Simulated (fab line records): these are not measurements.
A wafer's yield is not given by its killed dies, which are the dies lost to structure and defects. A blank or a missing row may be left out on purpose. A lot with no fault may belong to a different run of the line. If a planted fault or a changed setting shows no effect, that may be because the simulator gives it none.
Which tool is to blame? | flow nand harc | 22 lots with 66 wafers sampled at 6 steps, on a route of 1159 steps

## WHAT EACH GAUGE READ, for each wafer
The record lacks any reading of a measuring or inspecting step that a usual standard deviation could be used to judge.

## WHICH TOOL RAN EACH LOT (tool, then ch and the chambers of the sampled wafers, then the start)
lot  | NHARC_A_STAIRCASE_TRIM_26                     | NHARC_A_STAIRCASE_TRIM_187         | NHARC_A_STAIRCASE_TRIM_229         | NHARC_A_STAIRCASE_ETCH_230     | NHARC_A_STAIRCASE_ETCH_232     | NHARC_A_STAIRCASE_ETCH_234
L075 | rie diel-07 ch 0,1, day 11 19:07 or earlier   | rie diel-01 ch 0,2, day 11 19:07   | rie diel-08 ch 0,1, day 12 00:17   | rie diel-08 ch 0,3, no start   | rie diel-08 ch 0,1, no start   | rie diel-08 ch 1,3, no start
L079 | rie diel-08 ch 0,3, day 11 23:54 or earlier   | rie diel-08 ch 0,1,3, day 11 23:54 | rie diel-01 ch 2,3, day 12 07:47   | rie diel-01 ch 0,3, no start   | rie diel-01 ch 0,1, no start   | rie diel-01 ch 1,3, no start
L077 | rie diel-01 ch 0,1,2, day 12 00:25 or earlier | rie diel-08 ch 0,1, day 12 00:25   | rie diel-08 ch 2,3, day 12 09:23   | rie diel-08 ch 1,2,3, no start | rie diel-08 ch 1,2, no start   | rie diel-08 ch 0,2,3, no start
L078 | rie diel-07 ch 0,1,2, day 12 01:08 or earlier | rie diel-08 ch 0,1,3, day 12 01:08 | rie diel-08 ch 0,2,3, day 12 08:41 | rie diel-08 ch 1,2,3, no start | rie diel-08 ch 0,1,3, no start | rie diel-08 ch 0,2,3, no start
L081 | rie diel-07 ch 0,2,3, day 12 07:40 or earlier | rie diel-08 ch 0,1,3, day 12 07:40 | rie diel-08 ch 2,3, day 12 13:40   | rie diel-08 ch 1,2, no start   | rie diel-08 ch 0,2, no start   | rie diel-08 ch 0,2,3, no start
L080 | rie diel-01 ch 1,2, day 12 07:52 or earlier   | rie diel-07 ch 1,2,3, day 12 07:52 | rie diel-07 ch 0,1,2, day 12 13:42 | rie diel-07 ch 2,3, no start   | rie diel-07 ch 0,1,3, no start | rie diel-07 ch 0,2,3, no start
L082 | rie diel-08 ch 0,1,2, day 13 15:11 or earlier | rie diel-07 ch 0,1,3, day 13 15:11 | rie diel-01 ch 0,1,3, day 13 20:28 | rie diel-01 ch 1,2, no start   | rie diel-01 ch 0,2,3, no start | rie diel-01 ch 0,1,2, no start
L084 | rie diel-01 ch 0,2,3, day 13 15:19 or earlier | rie diel-01 ch 0,1,3, day 13 15:19 | rie diel-07 ch 2,3, day 13 21:00   | rie diel-07 ch 0,1,2, no start | rie diel-07 ch 1,3, no start   | rie diel-07 ch 1,3, no start
L083 | rie diel-07 ch 0,1,3, day 13 19:43 or earlier | rie diel-07 ch 0,1, day 13 19:43   | rie diel-08 ch 0,1,2, day 14 02:31 | rie diel-08 ch 0,1,2, no start | rie diel-08 ch 0,1,2, no start | rie diel-08 ch 0,1,2, no start
L086 | rie diel-07 ch 0,2,3, day 14 00:05 or earlier | rie diel-08 ch 0,1, day 14 00:05   | rie diel-07 ch 0,3, day 14 05:34   | rie diel-07 ch 1,2, no start   | rie diel-07 ch 0,1,3, no start | rie diel-07 ch 0,3, no start
L088 | rie diel-07 ch 0,1,2, day 14 01:00 or earlier | rie diel-07 ch 0,2,3, day 14 01:00 | rie diel-07 ch 1,2,3, day 14 08:01 | rie diel-07 ch 2,3, no start   | rie diel-07 ch 1,2, no start   | rie diel-07 ch 1,2,3, no start
L085 | rie diel-07 ch 0,1, day 14 03:07 or earlier   | rie diel-07 ch 0,2,3, day 14 03:07 | rie diel-01 ch 0,1,3, day 14 12:05 | rie diel-01 ch 1,3, no start   | rie diel-01 ch 2,3, no start   | rie diel-01 ch 1,2,3, no start
L087 | rie diel-07 ch 1,2, day 14 19:12 or earlier   | rie diel-07 ch 0,1,3, day 14 19:12 | rie diel-01 ch 1,2,3, day 15 02:16 | rie diel-01 ch 1,2,3, no start | rie diel-01 ch 0,2,3, no start | rie diel-01 ch 0,2,3, no start
L089 | rie diel-07 ch 2,3, day 14 19:11 or earlier   | rie diel-01 ch 1,2,3, day 14 19:11 | rie diel-08 ch 1,2, day 15 01:36   | rie diel-08 ch 0,1, no start   | rie diel-08 ch 0,1,2, no start | rie diel-08 ch 0,1, no start
L090 | rie diel-08 ch 0,3, day 15 06:46 or earlier   | rie diel-08 ch 2,3, day 15 06:46   | rie diel-01 ch 1,2,3, day 15 11:49 | rie diel-01 ch 0,1, no start   | rie diel-01 ch 0,1, no start   | rie diel-01 ch 0,2,3, no start
L091 | rie diel-01 ch 1,2,3, day 15 17:07 or earlier | rie diel-08 ch 0,3, day 15 17:07   | rie diel-08 ch 2,3, day 15 23:17   | rie diel-08 ch 0,2,3, no start | rie diel-08 ch 2,3, no start   | rie diel-08 ch 0,3, no start
L092 | rie diel-01 ch 1,2, day 15 17:27 or earlier   | rie diel-08 ch 0,2,3, day 15 17:27 | rie diel-01 ch 0,1,3, day 15 23:18 | rie diel-01 ch 0,1,3, no start | rie diel-01 ch 2,3, no start   | rie diel-01 ch 0,1,3, no start
L094 | rie diel-07 ch 1,2, day 15 20:50 or earlier   | rie diel-01 ch 1,2,3, day 15 20:50 | rie diel-01 ch 0,2,3, day 16 02:08 | rie diel-01 ch 0,3, no start   | rie diel-01 ch 0,1,2, no start | rie diel-01 ch 2,3, no start
L093 | rie diel-07 ch 0,1,3, day 15 21:01 or earlier | rie diel-07 ch 0,1,2, day 15 21:01 | rie diel-07 ch 0,1,3, day 16 02:25 | rie diel-07 ch 0,1,3, no start | rie diel-07 ch 1,2,3, no start | rie diel-07 ch 1,2,3, no start
L095 | rie diel-08 ch 1,2,3, day 16 13:09 or earlier | rie diel-01 ch 0,2,3, day 16 13:09 | rie diel-08 ch 1,2,3, day 16 18:16 | rie diel-08 ch 0,2,3, no start | rie diel-08 ch 1,2,3, no start | rie diel-08 ch 0,1,2, no start
L096 | rie diel-07 ch 0,1,2, day 16 18:45 or earlier | rie diel-01 ch 0,1,2, day 16 18:45 | rie diel-08 ch 1,2,3, day 16 23:50 | rie diel-08 ch 0,2,3, no start | rie diel-08 ch 0,1, no start   | rie diel-08 ch 1,2,3, no start
L097 | rie diel-07 ch 0,1,2, day 16 21:06 or earlier | rie diel-07 ch 1,2,3, day 16 21:06 | rie diel-01 ch 0,2,3, day 17 01:58 | rie diel-01 ch 0,3, no start   | rie diel-01 ch 0,2,3, no start | rie diel-01 ch 2,3, no start
- NHARC_A_STAIRCASE_TRIM_26: chemistry O2, time 211.2 s.
- NHARC_A_STAIRCASE_TRIM_187: chemistry O2, time 211.2 s.
- NHARC_A_STAIRCASE_TRIM_229: chemistry O2, time 211.2 s.
- NHARC_A_STAIRCASE_ETCH_230: etches the open film in C4F8/O2, target depth 100 nm, time 40.5 s.
- NHARC_A_STAIRCASE_ETCH_232: etches the open film in C4F8/O2, target depth 100 nm, time 40.5 s.
- NHARC_A_STAIRCASE_ETCH_234: etches the open film in C4F8/O2, target depth 100 nm, time 40.5 s.

## AS READ BY THE TOOLS THEMSELVES (means over the sampled wafers that have a number; for cases with no such wafer, the mark the record gives instead)
NHARC_A_STAIRCASE_TRIM_26. Usual: drypump motor current A 5.7 A, standard deviation 0.37; oes product au 1.002 a.u., standard deviation 0.009; rf vpp V 57.8 V, standard deviation 0.92; showerhead plenum p Torr 3.50 Torr, standard deviation 0.13; throttle valve pct 17.036 %, standard deviation 0.0086.
lot  | tool        | drypump motor current A (A) | oes product au (a.u.) | rf vpp V (V) | showerhead plenum p Torr (Torr) | throttle valve pct (%) | flag
L075 | rie diel-07 | 5.7                         | 1.007                 | 57.9         | 3.60                            | 17.037                 |
L079 | rie diel-08 | 5.7                         | 1.008                 | 56.9         | 3.34                            | 17.028                 |
L077 | rie diel-01 | 5.9                         | 1.005                 | 58.1         | 3.43                            | 17.036                 |
L078 | rie diel-07 | 5.8                         | 1.009                 | 57.3         | 3.61                            | 17.035                 |
L081 | rie diel-07 | 5.6                         | 1.008                 | 58.6         | 3.61                            | 17.041                 |
L080 | rie diel-01 | 5.4                         | 0.993                 | 57.3         | 3.44                            | 17.037                 |
L082 | rie diel-08 | 5.8                         | 1.004                 | 57.6         | 3.40                            | 17.030                 |
L084 | rie diel-01 | 6.0                         | 0.996                 | 57.8         | 3.46                            | 17.037                 |
L083 | rie diel-07 | 5.6                         | 1.001                 | 58.4         | 3.58                            | 17.036                 |
L086 | rie diel-07 | 5.7                         | 0.997                 | 58.0         | 3.60                            | 17.035                 |
L088 | rie diel-07 | 5.8                         | 1.006                 | 58.8         | 3.60                            | 17.033                 |
L085 | rie diel-07 | 5.8                         | 1.008                 | 59.4         | 3.67                            | 17.048                 |
L087 | rie diel-07 | 5.9                         | 1.006                 | 58.1         | 3.53                            | 17.034                 |
L089 | rie diel-07 | 5.5                         | 0.996                 | 58.5         | 3.50                            | 17.043                 |
L090 | rie diel-08 | 5.7                         | 0.998                 | 57.3         | 3.32                            | 17.039                 |
L091 | rie diel-01 | 5.5                         | 0.998                 | 58.5         | 3.47                            | 17.035                 |
L092 | rie diel-01 | 5.4                         | 0.989                 | 57.4         | 3.43                            | 17.035                 |
L094 | rie diel-07 | 5.7                         | 1.009                 | 57.5         | 3.51                            | 17.036                 |
L093 | rie diel-07 | 5.6                         | 1.007                 | 57.8         | 3.57                            | 17.039                 |
L095 | rie diel-08 | 5.7                         | 0.997                 | 57.9         | 3.39                            | 17.044                 |
L096 | rie diel-07 | 5.8                         | 1.008                 | 57.4         | 3.59                            | 17.033                 |
L097 | rie diel-07 | 5.8                         | 1.019                 | 58.8         | 3.58                            | 17.048                 |

NHARC_A_STAIRCASE_TRIM_187. Usual: drypump motor current A 5.7 A, standard deviation 0.39; oes product au 1.003 a.u., standard deviation 0.0097; rf vpp V 57.7 V, standard deviation 0.89; showerhead plenum p Torr 3.46 Torr, standard deviation 0.14; throttle valve pct 17.036 %, standard deviation 0.0091.
lot  | tool        | drypump motor current A (A) | oes product au (a.u.) | rf vpp V (V) | showerhead plenum p Torr (Torr) | throttle valve pct (%) | flag
L075 | rie diel-01 | 6.5                         | 1.006                 | 58.2         | 3.42                            | 17.037                 |
L079 | rie diel-08 | 5.6                         | 1.010                 | 56.8         | 3.39                            | 17.038                 |
L077 | rie diel-08 | 5.6                         | 1.002                 | 57.7         | 3.44                            | 17.031                 |
L078 | rie diel-08 | 5.6                         | 1.002                 | 57.5         | 3.38                            | 17.027                 |
L081 | rie diel-08 | 5.6                         | 1.008                 | 57.3         | 3.38                            | 17.046                 |
L080 | rie diel-07 | 5.6                         | 1.008                 | 57.4         | 3.52                            | 17.035                 |
L082 | rie diel-07 | 5.6                         | 1.012                 | 58.3         | 3.58                            | 17.039                 |
L084 | rie diel-01 | 5.7                         | 0.993                 | 57.4         | 3.37                            | 17.032                 |
L083 | rie diel-07 | 5.8                         | 1.014                 | 58.2         | 3.67                            | 17.037                 |
L086 | rie diel-08 | 5.7                         | 1.000                 | 58.3         | 3.38                            | 17.042                 |
L088 | rie diel-07 | 5.7                         | 1.004                 | 57.5         | 3.60                            | 17.036                 |
L085 | rie diel-07 | 5.7                         | 1.004                 | 58.2         | 3.60                            | 17.027                 |
L087 | rie diel-07 | 5.6                         | 0.999                 | 58.6         | 3.57                            | 17.038                 |
L089 | rie diel-01 | 5.5                         | 0.993                 | 58.2         | 3.47                            | 17.046                 |
L090 | rie diel-08 | 5.7                         | 0.999                 | 58.3         | 3.34                            | 17.029                 |
L091 | rie diel-08 | 5.7                         | 1.004                 | 56.9         | 3.32                            | 17.035                 |
L092 | rie diel-08 | 5.8                         | 1.001                 | 57.7         | 3.34                            | 17.031                 |
L094 | rie diel-01 | 5.5                         | 0.996                 | 57.7         | 3.47                            | 17.028                 |
L093 | rie diel-07 | 5.8                         | 1.010                 | 57.9         | 3.59                            | 17.037                 |
L095 | rie diel-01 | 6.0                         | 1.011                 | 57.7         | 3.45                            | 17.032                 |
L096 | rie diel-01 | 5.9                         | 0.999                 | 56.9         | 3.41                            | 17.041                 |
L097 | rie diel-07 | 5.6                         | 1.007                 | 58.1         | 3.49                            | 17.037                 |

NHARC_A_STAIRCASE_TRIM_229. Usual: drypump motor current A 5.8 A, standard deviation 0.43; oes product au 1.001 a.u., standard deviation 0.0095; rf vpp V 57.6 V, standard deviation 0.9; showerhead plenum p Torr 3.44 Torr, standard deviation 0.12; throttle valve pct 17.037 %, standard deviation 0.0089.
lot  | tool        | drypump motor current A (A) | oes product au (a.u.) | rf vpp V (V) | showerhead plenum p Torr (Torr) | throttle valve pct (%) | flag
L075 | rie diel-08 | 5.7                         | 1.002                 | 58.4         | 3.39                            | 17.044                 |
L079 | rie diel-01 | 5.8                         | 0.991                 | 58.7         | 3.57                            | 17.040                 |
L077 | rie diel-08 | 5.7                         | 0.996                 | 57.3         | 3.35                            | 17.030                 |
L078 | rie diel-08 | 5.7                         | 1.012                 | 57.4         | 3.35                            | 17.040                 |
L081 | rie diel-08 | 5.7                         | 0.998                 | 58.2         | 3.35                            | 17.029                 |
L080 | rie diel-07 | 5.8                         | 1.015                 | 57.5         | 3.61                            | 17.044                 |
L082 | rie diel-01 | 5.7                         | 0.998                 | 56.7         | 3.37                            | 17.034                 |
L084 | rie diel-07 | 5.7                         | 1.001                 | 58.1         | 3.53                            | 17.033                 |
L083 | rie diel-08 | 5.8                         | 0.999                 | 57.6         | 3.40                            | 17.036                 |
L086 | rie diel-07 | 5.6                         | 1.001                 | 58.4         | 3.67                            | 17.040                 |
L088 | rie diel-07 | 5.7                         | 1.006                 | 57.4         | 3.51                            | 17.038                 |
L085 | rie diel-01 | 5.7                         | 0.998                 | 57.4         | 3.37                            | 17.036                 |
L087 | rie diel-01 | 5.5                         | 0.994                 | 58.4         | 3.47                            | 17.040                 |
L089 | rie diel-08 | 5.7                         | 0.997                 | 57.5         | 3.45                            | 17.024                 |
L090 | rie diel-01 | 5.5                         | 1.003                 | 57.9         | 3.47                            | 17.034                 |
L091 | rie diel-08 | 5.7                         | 1.004                 | 57.6         | 3.33                            | 17.040                 |
L092 | rie diel-01 | 5.7                         | 1.011                 | 58.4         | 3.36                            | 17.041                 |
L094 | rie diel-01 | 6.0                         | 0.999                 | 57.2         | 3.45                            | 17.045                 |
L093 | rie diel-07 | 5.6                         | 1.007                 | 58.1         | 3.57                            | 17.039                 |
L095 | rie diel-08 | 5.7                         | 0.993                 | 57.6         | 3.38                            | 17.031                 |
L096 | rie diel-08 | 5.7                         | 0.996                 | 57.2         | 3.38                            | 17.029                 |
L097 | rie diel-01 | 6.1                         | 1.004                 | 57.3         | 3.45                            | 17.034                 |

NHARC_A_STAIRCASE_ETCH_230. Usual: bias w 1000.0 W, standard deviation 3; oes product au 0.943 a.u., standard deviation 0.014; rf vpp V 893 V, standard deviation 4.7.
lot  | tool        | bias w (W) | oes product au (a.u.) | rf vpp V (V) | flag
L075 | rie diel-08 | 1000.2     | 0.936                 | 889          |
L079 | rie diel-01 | 999.3      | 0.915                 | 892          |
L077 | rie diel-08 | 1002.9     | 0.929                 | 890          |
L078 | rie diel-08 | 1000.8     | 0.937                 | 892          |
L081 | rie diel-08 | 1000.2     | 0.944                 | 894          |
L080 | rie diel-07 | 1000.2     | 0.941                 | 896          |
L082 | rie diel-01 | 1001.5     | 0.939                 | 893          |
L084 | rie diel-07 | 997.8      | 0.946                 | 899          |
L083 | rie diel-08 | 1000.5     | 0.942                 | 891          |
L086 | rie diel-07 | 1000.7     | 0.947                 | 895          |
L088 | rie diel-07 | 996.9      | 0.948                 | 896          |
L085 | rie diel-01 | 1001.2     | 0.965                 | 893          |
L087 | rie diel-01 | 999.1      | 0.948                 | 894          |
L089 | rie diel-08 | 1001.3     | 0.937                 | 891          |
L090 | rie diel-01 | 999.7      | 0.920                 | 888          |
L091 | rie diel-08 | 999.7      | 0.962                 | 889          |
L092 | rie diel-01 | 999.4      | 0.950                 | 891          |
L094 | rie diel-01 | 1000.0     | 0.943                 | 891          |
L093 | rie diel-07 | 998.8      | 0.928                 | 897          |
L095 | rie diel-08 | 1000.1     | 0.952                 | 888          |
L096 | rie diel-08 | 1000.0     | 0.967                 | 889          |
L097 | rie diel-01 | 1000.4     | 0.936                 | 889          |

NHARC_A_STAIRCASE_ETCH_232. Usual: bias w 999.6 W, standard deviation 2.9; oes product au 0.940 a.u., standard deviation 0.011; rf vpp V 893 V, standard deviation 4.5.
lot  | tool        | bias w (W) | oes product au (a.u.) | rf vpp V (V) | flag
L075 | rie diel-08 | 1000.6     | 0.931                 | 891          |
L079 | rie diel-01 | 999.9      | 0.932                 | 889          |
L077 | rie diel-08 | 1000.0     | 0.927                 | 891          |
L078 | rie diel-08 | 999.0      | 0.941                 | 891          |
L081 | rie diel-08 | 999.2      | 0.930                 | 891          |
L080 | rie diel-07 | 998.5      | 0.938                 | 898          |
L082 | rie diel-01 | 997.6      | 0.940                 | 893          |
L084 | rie diel-07 | 996.0      | 0.933                 | 895          |
L083 | rie diel-08 | 1001.1     | 0.946                 | 891          |
L086 | rie diel-07 | 1000.5     | 0.945                 | 898          |
L088 | rie diel-07 | 999.8      | 0.948                 | 895          |
L085 | rie diel-01 | 994.9      | 0.961                 | 896          |
L087 | rie diel-01 | 999.4      | 0.934                 | 893          |
L089 | rie diel-08 | 1003.0     | 0.939                 | 890          |
L090 | rie diel-01 | 1000.8     | 0.947                 | 888          |
L091 | rie diel-08 | 998.7      | 0.948                 | 889          |
L092 | rie diel-01 | 999.9      | 0.937                 | 897          |
L094 | rie diel-01 | 1000.9     | 0.952                 | 892          |
L093 | rie diel-07 | 996.8      | 0.933                 | 895          |
L095 | rie diel-08 | 1001.2     | 0.938                 | 891          |
L096 | rie diel-08 | 1000.9     | 0.952                 | 892          |
L097 | rie diel-01 | 1001.1     | 0.935                 | 893          |

NHARC_A_STAIRCASE_ETCH_234. Usual: bias w 999.9 W, standard deviation 2.9; oes product au 0.942 a.u., standard deviation 0.01; rf vpp V 892 V, standard deviation 4.3.
lot  | tool        | bias w (W) | oes product au (a.u.) | rf vpp V (V) | flag
L075 | rie diel-08 | 1004.1     | 0.933                 | 892          |
L079 | rie diel-01 | 999.7      | 0.947                 | 891          |
L077 | rie diel-08 | 1001.6     | 0.946                 | 890          |
L078 | rie diel-08 | 998.0      | 0.933                 | 889          |
L081 | rie diel-08 | 1000.5     | 0.944                 | 889          |
L080 | rie diel-07 | 1000.3     | 0.947                 | 899          |
L082 | rie diel-01 | 1001.8     | 0.932                 | 891          |
L084 | rie diel-07 | 1000.0     | 0.931                 | 894          |
L083 | rie diel-08 | 999.6      | 0.946                 | 892          |
L086 | rie diel-07 | 1000.8     | 0.939                 | 899          |
L088 | rie diel-07 | 1001.4     | 0.953                 | 895          |
L085 | rie diel-01 | 1001.0     | 0.949                 | 894          |
L087 | rie diel-01 | 1001.7     | 0.934                 | 894          |
L089 | rie diel-08 | 1000.1     | 0.944                 | 890          |
L090 | rie diel-01 | 998.7      | 0.943                 | 894          |
L091 | rie diel-08 | 1001.0     | 0.944                 | 888          |
L092 | rie diel-01 | 1000.5     | 0.937                 | 890          |
L094 | rie diel-01 | 999.0      | 0.951                 | 897          |
L093 | rie diel-07 | 998.2      | 0.942                 | 895          |
L095 | rie diel-08 | 1002.4     | 0.950                 | 891          |
L096 | rie diel-08 | 999.1      | 0.952                 | 891          |
L097 | rie diel-01 | 1000.8     | 0.926                 | 894          |

## THE ANSWER, worked out from the rows above alone
Rule: take the mean of a lot's wafers that have a number; if it is more than 3 standard deviations from the usual mean, the lot is off. Also off: a lot with no number at a reading for which 4 or more lots have one. Where the step has rows for the other lots, those lots are counted as sound. Order of review: gauges by route order, followed by the tools' own readings, for which a lot's mean as printed above is used. The first step at which some lot is off is used, and at that step the reading that is off furthest; a lot without a number counts as furthest.
No lot is off at any reading shown: from this, nothing can be told.

## WHAT THE SIMULATOR HAD PUT IN
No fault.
